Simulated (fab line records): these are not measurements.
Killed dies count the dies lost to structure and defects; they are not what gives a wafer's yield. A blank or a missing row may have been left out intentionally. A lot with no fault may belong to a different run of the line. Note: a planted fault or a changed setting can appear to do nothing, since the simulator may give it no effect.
fab line records | flow n5Finfet
[record] lots = 11 | wafers = 31 | lastDay = 17
route steps=1938 shown BEOL_M10@1512 BEOL_M11@1536 PASSIVATION@1936
lots untouched by any fault: they come from a run of this same line in which no faults occurred
startH: hours from the record's opening day to when the first of the lot's shown wafers began | waitH: time in hours since the lot's previous step | " the same as in the row above | L1.1+2: several wafers, shown together as one row | - value missing, or start not given | * or withheld: withheld | < > ~ a bound
route shown NAME@n: NAME is a module with steps in the file, n the number in the route of the first one | usual: average and standard deviation across the fault-free wafers | same: alike in all rows | chamber/n: place in a boat | sites: each site's reading | _std_site: the standard deviation of these | _edge_site: outer sites' mean less inner sites' | radiusMm: for every site, how far away it sits from the centre of the wafer | mask NAME#n: copy n | behind: the most recent tool/chamber to have shaped the wafer | hold: what put the lot on hold/how long, in hours/how the hold closed | device: the transistor (n, p or np) that didn't switch | end of line: tests of these same wafers at the route's end | for a step that has no rows: nothing shown but its recipe | killed: count of dies lost to structure and defects at first sort (not the wafer's yield) | map: the dies of a wafer, with x for killed, . for not killed, _ for no die there
set.NAME: setting as actually run; set.NAME@STEP: the setting as run at that earlier step | model.NAME: the simulator's own value behind a step, which no gauge read
steps of the route over a sample of lots; a table a step, a row a wafer
services: the hour from which a tool's chamber was out of use, counted from the record's first day as startH (under 0 if before that day), plus the number of hours and why
[[steps]]
[step N5_BEOL_M10_TRENCH_ETCH_37]
[recipe] chemistry = C4F6/O2 | targetDepthA = 1488.3 | target = SiCOH_lowk | timeS = 48 | ionEnergyEv = 250 | pressureMtorr = 30 | sourceW = 345 | biasW = 185 | Ar_flow_sccm = 300 | C4F6_flow_sccm = 10 | O2_flow_sccm = 10
[usual] drypumpMotorCurrentA = 5.7/0.31 | oesProductAu = 0.78/0.087 | rfVppV = 664/15 | showerheadPlenumPTorr = 2.83/0.081 | throttleValvePct = 20.83/0.23
lot.wafer | tool       | chamber | startH | waitH | drypumpMotorCurrentA | oesProductAu | rfHoursCounterH | rfVppV | showerheadPlenumPTorr | throttleValvePct
L466.2    | rieDiel-01 | 2       | -      | -     | 5.8                  | 0.94         | 7               | 654    | 2.78                  | 20.94
L466.5    | "          | 2       | "      | "     | 5.8                  | 0.94         | -               | 652    | 2.78                  | 20.93
L467.3    | rieDiel-03 | 3       | -      | -     | 5.7                  | 0.79         | 136             | 640    | 2.72                  | 20.44
L467.5    | "          | 0       | "      | "     | 5.9                  | 0.72         | -               | 678    | 2.94                  | 20.81
L467.6    | "          | 3       | "      | "     | 5.7                  | 0.78         | -               | 642    | 2.72                  | 20.44
L471.2    | rieDiel-01 | 0       | -      | -     | 5.9                  | 0.86         | 42              | 654    | 2.79                  | 20.87
L471.3    | "          | 2       | "      | "     | 5.7                  | 0.91         | 16              | 655    | 2.78                  | 20.95
L471.4    | "          | 3       | "      | "     | 5.6                  | 0.68         | 246             | 648    | 2.83                  | 21.37
L470.3    | rieDiel-03 | 0       | -      | -     | 5.9                  | 0.71         | 209             | 677    | 2.94                  | 20.80
L470.4    | "          | 1       | "      | "     | 5.7                  | 0.80         | 91              | 677    | 2.85                  | 20.70
L470.6    | "          | 2       | "      | "     | 5.0                  | 0.71         | -               | 664    | 2.82                  | 20.79
L472.2    | rieDiel-01 | 3       | -      | -     | 5.6                  | 0.67         | 246             | 647    | 2.83                  | 21.37
L472.4    | "          | 2       | "      | "     | 5.7                  | 0.91         | 17              | 653    | 2.78                  | 20.95
L481.2    | rieDiel-01 | 3       | -      | -     | 5.6                  | 0.97         | 3               | 648    | 2.82                  | 21.07
L481.4    | "          | 1       | "      | "     | 5.7                  | 0.66         | 254             | 672    | 2.79                  | 20.63
L481.5    | "          | 1       | "      | "     | 5.8                  | 0.67         | -               | 674    | 2.79                  | 20.63
L482.2    | rieDiel-03 | 1       | -      | -     | 5.7                  | 0.79         | 114             | 676    | 2.84                  | 20.73
L482.3    | "          | 3       | "      | "     | 5.7                  | 0.76         | 168             | 642    | 2.71                  | 20.48
L482.6    | "          | 2       | "      | "     | 5.0                  | 0.69         | -               | 665    | 2.81                  | 20.84
L483.2    | rieDiel-01 | 2       | -      | -     | 5.7                  | 0.86         | 46              | 653    | 2.76                  | 20.99
L483.3    | "          | 0       | "      | "     | 5.9                  | 0.83         | 72              | 655    | 2.78                  | 20.90
L483.6    | "          | 3       | "      | "     | 5.5                  | 0.95         | -               | 648    | 2.82                  | 21.09
L486.1    | rieDiel-03 | 1       | -      | -     | 5.7                  | 0.78         | 122             | 677    | 2.84                  | 20.77
L486.5    | "          | 2       | "      | "     | 5.0                  | 0.70         | -               | 665    | 2.81                  | 20.83
L486.6    | "          | 3       | "      | "     | 5.7                  | 0.75         | -               | 641    | 2.70                  | 20.51
L488.1    | rieDiel-03 | 3       | -      | -     | 5.7                  | 0.75         | 178             | 641    | 2.70                  | 20.52
L488.3    | "          | 0       | "      | "     | 5.9                  | 0.70         | 244             | 676    | 2.93                  | 20.87
L488.4    | "          | 2       | "      | "     | 5.0                  | 0.69         | 242             | 665    | 2.81                  | 20.86
L489.2    | rieDiel-01 | 1       | -      | -     | 5.8                  | 0.96         | 4               | 673    | 2.79                  | 20.32
L489.4    | "          | 0       | "      | "     | 5.9                  | 0.80         | 89              | 655    | 2.77                  | 20.94
L489.5    | "          | 1       | "      | "     | 5.8                  | 0.95         | -               | 672    | 2.79                  | 20.32
[step N5_BEOL_M10_DEGAS_44]
[recipe] ambient = vacuum | tempC = 250 | timeS = 60
[usual] heaterPowerW = 343/33
lot.wafer | tool          | chamber | startH | waitH | heaterPowerW
L466.2    | pvdSputter-03 | -       | 233.06 | 0.2   | 366
L466.5    | "             | -       | "      | "     | 324
L467.3    | pvdSputter-03 | -       | 236.64 | 0.3   | 368
L467.5    | "             | -       | "      | "     | 364
L467.6    | "             | -       | "      | "     | 368
L471.2    | pvdSputter-03 | -       | 262.59 | 0.3   | 357
L471.3    | "             | -       | "      | "     | 321
L471.4    | "             | -       | "      | "     | 366
L470.3    | pvdSputter-02 | -       | 263.15 | 0.2   | 410
L470.4    | "             | -       | "      | "     | 305
L470.6    | "             | -       | "      | "     | 313
L472.2    | pvdSputter-02 | -       | 263.39 | 0.2   | 327
L472.4    | "             | -       | "      | "     | 332
L481.2    | pvdSputter-02 | -       | 310.00 | 0.2   | 328
L481.4    | "             | -       | "      | "     | 410
L481.5    | "             | -       | "      | "     | 318
L483.2    | pvdSputter-01 | -       | 325.51 | 0.2   | 273
L483.3    | "             | -       | "      | "     | 334
L483.6    | "             | -       | "      | "     | 266
L482.2    | pvdSputter-01 | -       | 325.67 | 0.5   | 395
L482.3    | "             | -       | "      | "     | 350
L482.6    | "             | -       | "      | "     | 364
L486.1    | pvdSputter-02 | -       | 347.15 | 0.9   | 308
L486.5    | "             | -       | "      | "     | 323
L486.6    | "             | -       | "      | "     | 300
L488.1    | pvdSputter-02 | -       | 355.12 | 0.6   | 322
L488.3    | "             | -       | "      | "     | 394
L488.4    | "             | -       | "      | "     | 326
L489.2    | pvdSputter-01 | -       | 364.21 | 0.6   | 360
L489.4    | "             | -       | "      | "     | 273
L489.5    | "             | -       | "      | "     | 403
[step N5_BEOL_M10_RS_MEAS_57]
[recipe] thkMeasGauge = four-point-probe | reads = Cu_of_BEOL_M10_ECD_50+Co_of_BEOL_M10_CVD_75+TaN_of_BEOL_M10_ALD_74
[usual] M10_RS = 0.152/0.0037
lot.wafer | tool         | chamber | startH | waitH | M10_RS[ohm/sq]
L466.2    | filmMetro-02 | -       | 235.31 | 0.1   | 0.146
L466.5    | "            | -       | "      | "     | 0.150
L467.3    | filmMetro-01 | -       | 240.11 | 0.1   | 0.149
L467.5    | "            | -       | "      | "     | 0.156
L467.6    | "            | -       | "      | "     | 0.146
L471.2    | filmMetro-02 | -       | 264.22 | 0.1   | 0.151
L471.3    | "            | -       | "      | "     | 0.147
L471.4    | "            | -       | "      | "     | 0.153
L470.3    | filmMetro-01 | -       | 265.04 | 0.1   | 0.159
L470.4    | "            | -       | "      | "     | 0.153
L470.6    | "            | -       | "      | "     | 0.159
L472.2    | filmMetro-02 | -       | 265.31 | 0.1   | 0.155
L472.4    | "            | -       | "      | "     | 0.149
L481.2    | filmMetro-01 | -       | 312.96 | 0.1   | 0.144
L481.4    | "            | -       | "      | "     | 0.157
L481.5    | "            | -       | "      | "     | 0.157
L483.2    | filmMetro-01 | -       | 327.52 | 0.1   | 0.147
L483.3    | "            | -       | "      | "     | 0.149
L483.6    | "            | -       | "      | "     | 0.142
L482.2    | filmMetro-02 | -       | 328.10 | 0.1   | 0.151
L482.3    | "            | -       | "      | "     | 0.149
L482.6    | "            | -       | "      | "     | 0.157
L486.1    | filmMetro-02 | -       | 348.95 | 0.1   | 0.150
L486.5    | "            | -       | "      | "     | 0.153
L486.6    | "            | -       | "      | "     | 0.148
L488.1    | filmMetro-02 | -       | 357.09 | 0.1   | 0.151
L488.3    | "            | -       | "      | "     | 0.154
L488.4    | "            | -       | "      | "     | 0.156
L489.2    | filmMetro-01 | -       | 366.28 | 0.1   | 0.151
L489.4    | "            | -       | "      | "     | 0.153
L489.5    | "            | -       | "      | "     | 0.150
[step N5_BEOL_M11_ILD_DEP_00]
[recipe] material = SiCOH_lowk | targetThkA = 3085.1 | tempC = 300 | precursor = DEMS/porogen | pressureTorr = 5 | rfW = 500 | timeS = 58
[usual] heaterPowerW = 325/58 | runLengthS = 100.9/0.58 | showerheadPlenumPTorr = 5.747/0.0094 | throttleValvePct = 13.9/0.79
lot.wafer | tool     | chamber | startH | waitH | heaterPowerW | runLengthS | showerheadPlenumPTorr | throttleValvePct
L466.2    | pecvd-04 | 1       | 235.37 | 0.0   | 373          | 100.2      | 5.748                 | 13.9
L466.5    | "        | 1       | "      | "     | 386          | 100.1      | 5.755                 | 13.8
L467.3    | pecvd-02 | 1       | 240.17 | 0.0   | 359          | 101.3      | 5.751                 | 12.9
L467.5    | "        | 1       | "      | "     | 359          | 102.4      | 5.753                 | 13.0
L467.6    | "        | 0       | "      | "     | 430          | 101.4      | 5.732                 | 15.2
L471.2    | pecvd-04 | 2       | 264.29 | 0.0   | 326          | 85.4       | 5.737                 | 13.1
L471.3    | "        | 0       | "      | "     | 298          | 101.3      | 5.753                 | 14.4
L471.4    | "        | 0       | "      | "     | 313          | 101.1      | 5.748                 | 14.6
L470.3    | pecvd-02 | 1       | 265.10 | 0.0   | 329          | 101.3      | 5.748                 | 12.8
L470.4    | "        | 0       | "      | "     | 437          | 100.6      | 5.753                 | 14.9
L470.6    | "        | 2       | "      | "     | 250          | 100.2      | 5.757                 | 14.5
L472.2    | pecvd-04 | 2       | 265.37 | 0.0   | 279          | 84.9       | 5.740                 | 13.6
L472.4    | "        | 1       | "      | "     | 306          | 100.0      | 5.754                 | 14.0
L481.2    | pecvd-01 | 2       | 313.02 | 0.0   | 316          | 100.4      | 5.727                 | 13.1
L481.4    | "        | 1       | "      | "     | 283          | 101.6      | 5.741                 | 12.7
L481.5    | "        | 2       | "      | "     | 330          | 101.1      | 5.729                 | 13.2
L483.2    | pecvd-02 | 0       | 327.58 | 0.0   | 437          | 100.6      | 5.739                 | 15.0
L483.3    | "        | 0       | "      | "     | 447          | 101.2      | 5.749                 | 15.0
L483.6    | "        | 0       | "      | "     | 347          | 101.1      | 5.732                 | 15.1
L482.2    | pecvd-01 | 2       | 328.16 | 0.0   | 323          | 100.5      | 5.720                 | 13.2
L482.3    | "        | 1       | "      | "     | 349          | 101.1      | 5.751                 | 12.9
L482.6    | "        | 0       | "      | "     | 229          | 100.9      | 5.756                 | 14.4
L486.1    | pecvd-04 | 1       | 349.01 | 0.0   | 352          | 100.4      | 5.732                 | 14.1
L486.5    | "        | 1       | "      | "     | 371          | 100.0      | 5.756                 | 13.9
L486.6    | "        | 2       | "      | "     | 314          | 100.7      | 5.754                 | 13.8
L488.1    | pecvd-04 | 0       | 357.15 | 0.0   | 265          | 100.5      | 5.748                 | 14.8
L488.3    | "        | 2       | "      | "     | 343          | 100.6      | 5.750                 | 13.6
L488.4    | "        | 0       | "      | "     | 279          | 101.2      | 5.743                 | 14.9
L489.2    | pecvd-01 | 0       | 366.34 | 0.0   | 230          | 100.5      | 5.748                 | 14.4
L489.4    | "        | 0       | "      | "     | 235          | 100.6      | 5.733                 | 14.6
L489.5    | "        | 0       | "      | "     | 235          | 101.4      | 5.760                 | 14.5
[step N5_BEOL_M11_THK_MEAS_01]
[recipe] reads = SiCOH_lowk_of_BEOL_M11_ILD_DEP_00
[usual] M11_ILD_THK = 267/3.6
lot.wafer | tool         | chamber | startH | waitH | M11_ILD_THK[nm]
L466.2    | filmMetro-01 | -       | 235.96 | 0.4   | 266
L466.5    | "            | -       | "      | "     | 268
L467.3    | filmMetro-02 | -       | 240.76 | 0.3   | 268
L467.5    | "            | -       | "      | "     | 272
L467.6    | "            | -       | "      | "     | 271
L471.2    | filmMetro-01 | -       | 264.88 | 0.4   | 192
L471.3    | "            | -       | "      | "     | 267
L471.4    | "            | -       | "      | "     | 268
L470.3    | filmMetro-02 | -       | 265.69 | 0.3   | 269
L470.4    | "            | -       | "      | "     | 273
L470.6    | "            | -       | "      | "     | 266
L472.2    | filmMetro-01 | -       | 265.96 | 0.4   | 193
L472.4    | "            | -       | "      | "     | 270
L481.2    | filmMetro-02 | -       | 313.65 | 0.4   | 269
L481.4    | "            | -       | "      | "     | 273
L481.5    | "            | -       | "      | "     | 276
L483.2    | filmMetro-01 | -       | 328.20 | 0.4   | 268
L483.3    | "            | -       | "      | "     | 271
L483.6    | "            | -       | "      | "     | 272
L482.2    | filmMetro-02 | -       | 328.75 | 0.4   | 264
L482.3    | "            | -       | "      | "     | 266
L482.6    | "            | -       | "      | "     | 273
L486.1    | filmMetro-01 | -       | 349.60 | 0.4   | 264
L486.5    | "            | -       | "      | "     | 266
L486.6    | "            | -       | "      | "     | 268
L488.1    | filmMetro-01 | -       | 357.74 | 0.4   | 267
L488.3    | "            | -       | "      | "     | 262
L488.4    | "            | -       | "      | "     | 268
L489.2    | filmMetro-02 | -       | 367.23 | 0.4   | 271
L489.4    | "            | -       | "      | "     | 274
L489.5    | "            | -       | "      | "     | 277
[step N5_PASSIVATION_PROBE_49]
[usual] defectLimitedYield = 90.9/1.6 | killed_at_M0_to_M3 = 34/11 | killed_at_M4_up = 14/5.7 | killedAtContacts = 13/6.5 | killedAtFrontEnd = 43/11 | killedAtOther = 4/3.1 | killedDies = 107/19 | killedOpen = 71/14 | killedShort = 35/7.9 | sort_bin_5_function = 5.3/1.1 | sort_bin_6_memory = 3.4/0.74 | sort_bin_8_speed = 0.00/0.014 | sortNPass = 1073/19
[same] grossDies = 1180 | killedAtBackSide = 0 | sort_bin_4_leakage[%] = 0
lot.wafer | tool      | chamber | startH | waitH | defectLimitedYield[%] | killed_at_M0_to_M3 | killed_at_M4_up | killedAtContacts | killedAtFrontEnd | killedAtOther | killedDies | killedOpen | killedShort | sort_bin_5_function[%] | sort_bin_6_memory[%] | sort_bin_8_speed[%] | sortNPass
L486.1    | prober-01 | -       | 392.62 | 0.0   | 91.9                  | 41                 | 11              | 8                | 35               | 1             | 96         | 59         | 37          | 4.7                    | 3.3                  | 0                   | 1084
L486.5    | prober-01 | -       | 392.82 | 0.2   | 89.2                  | 39                 | 17              | 8                | 63               | 0             | 127        | 83         | 43          | 5.6                    | 4.7                  | 0                   | 1053
L486.6    | prober-01 | -       | 392.87 | 0.3   | 89.2                  | 34                 | 29              | 15               | 45               | 5             | 128        | 80         | 48          | 6.5                    | 4.1                  | 0                   | 1052
L488.1    | prober-02 | -       | 407.37 | 0.0   | 90.7                  | 27                 | 17              | 19               | 44               | 3             | 110        | 75         | 34          | 5.7                    | 3.3                  | 0                   | 1070
L488.3    | prober-02 | -       | 407.47 | 0.1   | 89.6                  | 33                 | 18              | 19               | 46               | 7             | 123        | 84         | 36          | 5.9                    | 4.0                  | 0                   | 1057
L488.4    | prober-02 | -       | 407.52 | 0.2   | 90.6                  | 30                 | 11              | 14               | 53               | 3             | 111        | 73         | 35          | 6.1                    | 3.1                  | 0                   | 1069
// killed by level:class
L486.1 BEOL_M0_SAQP:geometricParticle:open=9 BEOL_M0_SAQP:geometricParticle:short=8 FIN_SAQP:geometricParticle:open=7 MOL_CONTACT_COAG:geometricParticle:open=7 FIN_SAQP:geometricParticle:short=6 BEOL_M0:geometricParticle:short=5 BEOL_M4:geometricParticle:open=5 ILD0:geometricParticle:open=4
L486.5 FIN_SAQP:geometricParticle:open=18 FIN_SAQP:geometricParticle:short=16 ILD0:geometricParticle:open=9 BEOL_M2:geometricParticle:open=8 BEOL_M0:geometricParticle:open=7 BEOL_M4:geometricParticle:open=6 MOL_CONTACT_COAG:geometricParticle:open=6 BEOL_M0_SAQP:geometricParticle:short=6
L486.6 FIN_SAQP:geometricParticle:open=15 BEOL_M4:geometricParticle:open=12 MOL_CONTACT_COAG:geometricParticle:open=11 BEOL_M0_SAQP:geometricParticle:open=9 FIN_SAQP:geometricParticle:short=8 BEOL_M0_SAQP:geometricParticle:short=8 BEOL_M2:geometricParticle:open=6 MOL_CONTACT_COAG:geometricParticle:short=4
L488.1 MOL_CONTACT_COAG:geometricParticle:open=18 STI_FIN_REVEAL:geometricParticle:open=12 BEOL_M4:geometricParticle:open=11 FIN_SAQP:geometricParticle:open=9 FIN_SAQP:geometricParticle:short=9 STARTING-WAFER:geometricParticle:short=7 BEOL_M0_SAQP:geometricParticle:short=6 BEOL_M2:geometricParticle:open=5
L488.3 MOL_CONTACT_COAG:geometricParticle:open=17 FIN_SAQP:geometricParticle:open=15 FIN_SAQP:geometricParticle:short=11 BEOL_M1:geometricParticle:open=9 BEOL_M4:geometricParticle:open=7 BEOL_M0_SAQP:geometricParticle:short=5 BEOL_M1:geometricParticle:short=5 STARTING-WAFER:geometricParticle:open=5
L488.4 FIN_SAQP:geometricParticle:open=15 MOL_CONTACT_COAG:geometricParticle:open=11 BEOL_M0_SAQP:geometricParticle:short=9 STI_FIN_REVEAL:geometricParticle:open=9 FIN_SAQP:geometricParticle:short=8 DUMMY_GATE:geometricParticle:open=6 BEOL_M0:geometricParticle:open=5 BEOL_M2:geometricParticle:open=5
[[services]]
tool       | chamber | startH | hours | kind
pecvd-02   | 0       | 217.83 | 2.1   | scheduledDown
pecvd-04   | -       | 226.86 | 0.3   | repair
pecvd-01   | 2       | 240.45 | 2.1   | scheduledDown
rieDiel-01 | 0       | 243.88 | 4.7   | repair
rieDiel-01 | -       | 251.62 | 1.0   | repair
pecvd-02   | 0       | 269.18 | 5.5   | scheduledDown
rieDiel-01 | 3       | 271.09 | -     | clean
rieDiel-01 | 3       | 271.09 | -     | consumableReplace:focusRing
rieDiel-01 | 3       | 271.09 | 30.4  | scheduledDown
rieDiel-01 | 3       | 271.09 | 30.4  | ventCycle
pecvd-02   | 1       | 288.25 | 2.1   | scheduledDown
rieDiel-03 | -       | 296.94 | 2.7   | repair
rieDiel-03 | -       | 300.72 | 0.3   | repair
pecvd-02   | 0       | 303.55 | 6.0   | repair
pecvd-04   | -       | 305.06 | 0.7   | repair
pecvd-02   | -       | 308.59 | 2.8   | pm
rieDiel-01 | 1       | 309.69 | 18.4  | repair
pecvd-04   | 1       | 311.86 | 2.0   | repair
pecvd-04   | 2       | 321.50 | 4.9   | repair
pecvd-02   | 1       | 325.92 | 5.5   | scheduledDown
pecvd-01   | 0       | 331.98 | 5.5   | scheduledDown
pecvd-01   | -       | 343.73 | 6.1   | repair
pecvd-02   | 2       | 355.64 | 2.1   | scheduledDown
pecvd-01   | 2       | 356.82 | 17.4  | repair
[[key]]
[firstSign] step = N5_BEOL_M11_ILD_DEP_00 | reading = runLengthS | direction = down | sigmas = 27 | usual = * | struck = *
[effect] step = N5_BEOL_M11_THK_MEAS_01 | reading = M11_ILD_THK | direction = down | sigmas = 21 | usual = 267 | struck = 192
metAt N5_BEOL_M11_ILD_DEP_00
struckLots L471,L472
struckWafers L471.2,L472.2
notActingAt N5_BEOL_M10_TRENCH_ETCH_37,N5_BEOL_M10_DEGAS_44,N5_BEOL_M10_RS_MEAS_57
onsetBetween 235.37 264.29
[fault] kind = processParameterDrift | tool = pecvd-04 | chamber = - | onsetH = 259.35 | steps = N5_BEOL_M11_ILD_DEP_00 | channel = timeS | offset = * | shape = step | endH = 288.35 | scope = struckWafersOnly | actsIn = * | stated = *
